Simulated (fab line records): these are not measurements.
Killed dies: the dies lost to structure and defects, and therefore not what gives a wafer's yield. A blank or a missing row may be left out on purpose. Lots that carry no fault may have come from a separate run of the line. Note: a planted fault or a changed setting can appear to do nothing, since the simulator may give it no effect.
Problem report, 8D (eight disciplines) form, completed by code | flow n5 finfet | the parts of the form that need people (team, actions taken, sign-off) are left out

1. PROBLEM STATEMENT
h2 flow sccm at N5_BEOL_M8_ETCH_72 reads a mean of 180.2 sccm on 6 wafers of 2 lots; wafers without a fault read 200.0 sccm with a standard deviation of 0.61. That is -32 standard deviations from the usual mean.
The step: etches underlayer in N2/H2, target depth 6.5 nm, time 5.2 s.
First seen on wafer L997.3, day 13 18:14, on rie diel-05. At this step, 30 wafers from 10 lots have a number in the record. Rule for "out", or "out of limits": more than 4 standard deviations from the usual mean. All remaining wafers that have a number are taken as sound.

2. WHAT IT IS, AND WHAT IT ISN'T
question                    | is                     | is not
which readings at this step | h2 flow sccm           | drypump motor current A, oes product au, rf vpp V, showerhead plenum p Torr
which lots                  | L997, L998             | L101, L104, L981, L989, L990, L991, L995, L996
which wafers of those lots  | all that have a number | -
read on which tools         | rie diel-05            | rie diel-02, rie diel-06
when                        | from day 13 18:14      | up to then (15 sound wafers); but 9 sound wafers of L101, L104, L996 came after

3. THE SUSPECTS, EACH WITH WHAT RULES IT OUT
Counting: a tool at a process step up to the reading stays a suspect if it ran every lot that is out and no sound lot after the first of them.
- rie diel-05 at N5_BEOL_M8_ETCH_72 (etches underlayer in N2/H2, target depth 6.5 nm, time 5.2 s): kept. It processed each lot that is out, first L997 at day 13 18:14, and no sound lot thereafter; up to then, the last sound lot it processed was L991 at day 12 14:10. On those wafers its own readings are out: h2 flow sccm.
The count leaves rie diel-05 at N5_BEOL_M8_ETCH_72.

4. THE CAUSE (what the simulator had put in)
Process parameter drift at N5_BEOL_M8_ETCH_72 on rie diel-05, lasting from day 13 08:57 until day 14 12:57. A move of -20 in setting h2 flow sccm, from 200. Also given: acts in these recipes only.
After counting, this tool was the only one left.

5. THE CHAIN OF EFFECTS, in route order
Rows list readings where the struck wafers' mean (over those with a number) sits beyond 3 standard deviations from the usual. Readings are gone through only where the record gives a usual standard deviation; hours: the median, over the lots, of the time from a lot's start at the first step in this table giving one to that lot's start at this step; sigmas: the change measured in usual standard deviations.
hours | step               | reading           | usual      | on struck wafers | change | sigmas
0     | N5_BEOL_M8_ETCH_72 | etch rf on time s | 5.21 s     | 5.50             | +0.29  | +3.4
0     | N5_BEOL_M8_ETCH_72 | h2 flow sccm      | 200.0 sccm | 180.2            | -19.8  | -32
It contains these process steps:
- N5_BEOL_M8_ETCH_72: etches underlayer in N2/H2, target depth 6.5 nm, time 5.2 s.
Later steps that measure or inspect, where all struck wafers having a row at the step show a number for every such reading and not one has moved that far: N5_BEOL_M8_OCD_MEAS_38.

6. HOW IT WOULD HAVE BEEN CAUGHT EARLIER
First out-of-limits reading in this record: day 13 18:14, which is 9 hours after fault onset at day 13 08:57.
